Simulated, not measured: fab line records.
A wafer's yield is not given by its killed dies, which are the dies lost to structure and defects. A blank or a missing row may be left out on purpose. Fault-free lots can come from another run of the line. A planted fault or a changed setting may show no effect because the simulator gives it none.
The tool behind it: which one? | flow n5-finfet | 9 lots, 26 wafers sampled, at 6 steps of a route of 1938

== WHAT THE GAUGES READ, wafer by wafer ==
N5_SD_ACTIVATION_RS_MEAS_03: a four-point-probe measurement.
lot  | measured    | on            | RS_SD_N (ohm/sq)  | RS_SD_P (ohm/sq)
L666 | day 3 09:44 | film-metro-01 | 22.26 22.34 22.18 | 55.9 56.2 56.7
L668 | day 3 22:59 | film-metro-01 | 21.73 22.09 21.71 | 56.2 57.3 56.5
L672 | day 5 02:54 | film-metro-01 | 25.29 25.47 25.65 | 57.0 56.8 57.1
L674 | day 5 12:50 | film-metro-02 | 25.16 24.72 25.24 | 55.8 57.3 56.5
L675 | day 5 15:10 | film-metro-02 | 22.23 22.14       | 56.6 54.6
L676 | day 5 22:44 | film-metro-02 | 25.40 25.45 25.13 | 55.6 57.0 56.4
L683 | day 7 17:13 | film-metro-02 | 21.79 21.82 21.87 | 55.0 56.0 56.1
L686 | day 8 12:32 | film-metro-02 | 21.58 21.79 21.82 | 58.0 56.1 55.6
L688 | day 8 21:33 | film-metro-01 | 21.69 22.23 21.80 | 57.0 57.7 57.9

N5_BEOL_M4_RC_MEAS_101.
lot  | measured     | on        | DIBL_N (mV/V)  | DIBL_P (mV/V)  | IOFF_N (nA/um) | IOFF_P (nA/um) | ION_N (uA/um) | ION_P (uA/um) | RC_DENSE_N (ohm.um) | RC_N (ohm.um)  | REXT_N (ohm.um) | RS_SD_N (ohm/sq) | SS_N (mV/dec)  | SS_P (mV/dec)  | VT_N (mV)   | VT_P (mV)
L666 | day 7 23:18  | prober-02 | 40.3 37.1 43.8 | 40.9 35.4 44.8 | 0.23 0.15 0.36 | 0.31 0.21 0.42 | 680 676 712   | 471 464 478   | 19.2 19.3 19.0      | 15.7 15.7 15.4 | 73.4 72.5 72.9  | 28.9 29.0 28.6   | 72.2 71.3 73.7 | 74.8 73.7 76.2 | 243 251 240 | -246 -251 -243
L668 | day 8 05:23  | prober-02 | 39.7 36.8 33.8 | 40.0 37.0 34.2 | 0.23 0.16 0.13 | 0.29 0.21 0.18 | 673 670 662   | 460 462 458   | 18.7 18.8 18.9      | 15.4 15.4 15.5 | 73.5 73.8 73.5  | 28.1 28.6 28.6   | 72.5 71.8 71.0 | 74.6 74.2 72.5 | 247 250 250 | -249 -252 -252
L672 | day 9 08:11  | prober-02 | 35.1 38.3 39.1 | 36.6 39.5 40.8 | 0.14 0.21 0.23 | 0.19 0.25 0.27 | 664 696 699   | 458 474 470   | 21.3 21.7 21.9      | 17.4 17.5 17.7 | 81.7 82.1 81.1  | 32.2 32.2 32.5   | 71.4 72.1 72.2 | 73.1 73.8 74.8 | 253 245 248 | -255 -251 -250
L674 | day 10 05:55 | prober-01 | 38.7 37.3 38.6 | 41.4 38.1 40.6 | 0.20 0.16 0.21 | 0.29 0.23 0.28 | 672 675 684   | 466 469 473   | 22.1 22.1 21.8      | 18.0 18.1 17.8 | 81.4 80.6 80.3  | 32.1 31.3 32.1   | 71.2 72.0 72.2 | 74.8 74.1 74.7 | 248 249 248 | -246 -250 -246
L675 | day 10 06:52 | prober-02 | 35.7 41.2      | 35.0 42.4      | 0.15 0.27      | 0.23 0.37      | 677 700       | 468 473       | 19.3 19.1           | 15.6 15.6      | 77.7 78.0       | 29.3 28.7        | 71.5 73.1      | 73.0 74.4      | 250 244     | -246 -243
L676 | day 10 09:41 | prober-01 | 34.7 33.9 34.4 | 32.9 32.0 33.9 | 0.14 0.11 0.12 | 0.19 0.18 0.20 | 674 648 662   | 474 455 466   | 21.7 22.2 21.2      | 17.5 18.0 17.1 | 78.0 79.4 78.0  | 32.3 32.9 32.0   | 71.4 71.5 71.8 | 73.1 72.2 72.5 | 250 257 254 | -248 -250 -250
L683 | day 12 22:21 | prober-02 | 33.5 36.2 37.3 | 30.7 35.0 35.0 | 0.10 0.14 0.16 | 0.13 0.18 0.18 | 640 664 666   | 440 452 448   | 18.8 18.7 19.0      | 15.3 15.3 15.4 | 73.3 73.7 73.1  | 28.3 28.1 28.1   | 71.0 71.2 72.1 | 72.3 73.1 73.3 | 257 250 250 | -258 -254 -253
L686 | day 13 14:05 | prober-01 | 38.3 36.8 37.2 | 39.4 38.0 38.0 | 0.20 0.17 0.18 | 0.24 0.21 0.22 | 673 671 666   | 456 455 455   | 18.8 18.8 18.7      | 15.5 15.3 15.3 | 73.4 74.0 73.3  | 27.8 27.7 27.8   | 71.8 72.3 71.8 | 73.6 72.9 73.7 | 247 250 248 | -251 -252 -250
L688 | day 14 07:43 | prober-02 | 37.7 40.0 35.8 | 38.9 40.9 37.0 | 0.19 0.24 0.15 | 0.28 0.30 0.23 | 670 696 677   | 460 474 471   | 19.1 18.8 19.0      | 15.6 15.2 15.5 | 74.6 74.8 75.0  | 28.2 28.6 28.2   | 72.9 73.1 71.6 | 73.9 74.6 73.2 | 249 244 250 | -247 -245 -248

== EACH LOT AND THE TOOL THAT RAN IT (in order: tool; ch and the chambers of the sampled wafers; start) ==
lot  | N5_SD_EPI_N_LINER_46             | N5_SD_EPI_P_ETCH_47               | N5_SD_ACTIVATION_LSA_01           | N5_ILD0_ALD_15
L666 | ald-sin-03 ch 0,2,3, day 3 03:56 | rie-diel-06 ch 1,2,3, day 3 05:11 | laser-anneal-01 ch 0, day 3 09:34 | ald-sin-04 ch 0,1,3, day 3 14:35
L668 | ald-sin-02 ch 0,1,3, day 3 17:47 | rie-diel-02 ch 1,2,3, day 3 19:02 | laser-anneal-01 ch 0, day 3 22:46 | ald-sin-02 ch 0,2,3, day 4 03:28
L672 | ald-sin-04 ch 1,2, day 4 20:13   | rie-diel-04 ch 2,3, day 4 22:26   | laser-anneal-01 ch 0, day 5 02:42 | ald-sin-01 ch 1,2,3, day 5 06:58
L674 | ald-sin-02 ch 0,1,2, day 5 06:56 | rie-diel-02 ch 0,1,2, day 5 08:16 | laser-anneal-01 ch 0, day 5 12:38 | ald-sin-01 ch 0,2,3, day 5 17:02
L675 | ald-sin-03 ch 0,3, day 5 10:10   | rie-diel-02 ch 1,2, day 5 11:30   | laser-anneal-02 ch 0, day 5 15:00 | ald-sin-02 ch 0,1, day 5 20:14
L676 | ald-sin-03 ch 0,1, day 5 16:56   | rie-diel-06 ch 0,1,2, day 5 18:11 | laser-anneal-01 ch 0, day 5 22:33 | ald-sin-01 ch 0,2,3, day 6 02:45
L683 | ald-sin-03 ch 2,3, day 7 11:25   | rie-diel-04 ch 0,3, day 7 12:40   | laser-anneal-02 ch 0, day 7 17:01 | ald-sin-02 ch 1,2,3, day 7 21:32
L686 | ald-sin-02 ch 0,1,3, day 8 06:46 | rie-diel-04 ch 0,2,3, day 8 08:01 | laser-anneal-01 ch 0, day 8 12:21 | ald-sin-02 ch 0,1,2, day 8 16:58
L688 | ald-sin-02 ch 0,1,3, day 8 16:16 | rie-diel-02 ch 0,1,3, day 8 17:31 | laser-anneal-01 ch 0, day 8 21:21 | ald-sin-02 ch 1,2,3, day 9 01:44
- N5_SD_EPI_N_LINER_46: material SiNx, target thk 3 nm.
- N5_SD_EPI_P_ETCH_47: etches SiOCN in CH3F/O2, target depth 25 nm.
- N5_SD_ACTIVATION_LSA_01: time 0.0008 s.
- N5_ILD0_ALD_15: deposits SiNx, target thk 24 nm, pulse time 1 s, ald cycles 480.

== WHAT THE TOOLS THEMSELVES READ (means of the sampled wafers that have a number; where no wafer has one, the mark that the record gives instead) ==
N5_SD_EPI_N_LINER_46.
lot  | tool       | heater-power-w (W)
L666 | ald-sin-03 | 881
L668 | ald-sin-02 | 847
L672 | ald-sin-04 | 824
L674 | ald-sin-02 | 846
L675 | ald-sin-03 | 842
L676 | ald-sin-03 | 852
L683 | ald-sin-03 | 942
L686 | ald-sin-02 | 844
L688 | ald-sin-02 | 846

N5_SD_EPI_P_ETCH_47.
lot  | tool        | drypump-motor-current-A (A) | oes-product-au (a.u.) | rf-vpp-V (V) | showerhead-plenum-p-Torr (Torr) | throttle-valve-pct (%)
L666 | rie-diel-06 | 5.6                         | 0.78                  | 125          | 1.98                            | 16.27
L668 | rie-diel-02 | 5.9                         | 0.75                  | 125          | 1.99                            | 16.21
L672 | rie-diel-04 | 5.5                         | 0.71                  | 125          | 1.95                            | 16.30
L674 | rie-diel-02 | 5.9                         | 0.72                  | 128          | 2.00                            | 16.21
L675 | rie-diel-02 | 5.7                         | 0.74                  | 128          | 1.98                            | 16.16
L676 | rie-diel-06 | 5.8                         | 0.86                  | 127          | 2.03                            | 16.27
L683 | rie-diel-04 | 5.5                         | 0.72                  | 123          | 2.02                            | 16.37
L686 | rie-diel-04 | 5.4                         | 0.71                  | 124          | 2.01                            | 16.34
L688 | rie-diel-02 | 6.0                         | 0.79                  | 128          | 2.02                            | 16.09

N5_SD_ACTIVATION_LSA_01.
lot  | tool            | wafer_temp_C_max
L666 | laser-anneal-01 | 1084.1
L668 | laser-anneal-01 | 1083.0
L672 | laser-anneal-01 | 1054.4
L674 | laser-anneal-01 | 1054.9
L675 | laser-anneal-02 | 1084.4
L676 | laser-anneal-01 | 1054.6
L683 | laser-anneal-02 | 1083.9
L686 | laser-anneal-01 | 1084.7
L688 | laser-anneal-01 | 1084.6

N5_ILD0_ALD_15.
lot  | tool       | heater-power-w (W) | precursor-pulse-height-rel
L666 | ald-sin-04 | 880                | 1.006
L668 | ald-sin-02 | 871                | 0.992
L672 | ald-sin-01 | 807                | 0.980
L674 | ald-sin-01 | 791                | 1.006
L675 | ald-sin-02 | 864                | 1.002
L676 | ald-sin-01 | 798                | 1.003
L683 | ald-sin-02 | 797                | 0.995
L686 | ald-sin-02 | 827                | 1.001
L688 | ald-sin-02 | 798                | 1.006

== THE ANSWER, worked out from the rows above alone ==
Rule: usual is defined by the lots themselves. The widest of any qualifying gaps counts: lots, ordered by their means at a reading, are off when they make up no more than a third of the lots, leave a main group of 4 or more, and stand apart from it by 3 or more times the standard deviation of that group's means. If all means in a main group match to the digits the tables above print for the reading, that group is not used. Also off: a lot with no number at a reading for which 4 or more lots have one. Where the step has rows for the other lots, those lots are counted as sound. Order of review: gauges by route order, followed by the tools' own readings, for which a lot's mean as printed above is used. The first step at which some lot is off is used, and at that step the reading that is off furthest; a lot without a number counts as furthest.
Off: L672, L674, L676, seen at N5_SD_ACTIVATION_RS_MEAS_03 (RS_SD_N). The main group: mean 21.96 ohm/sq, standard deviation 0.19.
A tool fits if, at a process step before that reading, it ran every lot that is off, and no sound lot after the first of them. Not tried: the gauges at N5_SD_ACTIVATION_RS_MEAS_03; whatever is off there is also off at N5_BEOL_M4_RC_MEAS_101, on other tools, and gauge error can't account for it. Of those tried, none fits.

== WHAT THE SIMULATOR HAD INSERTED ==
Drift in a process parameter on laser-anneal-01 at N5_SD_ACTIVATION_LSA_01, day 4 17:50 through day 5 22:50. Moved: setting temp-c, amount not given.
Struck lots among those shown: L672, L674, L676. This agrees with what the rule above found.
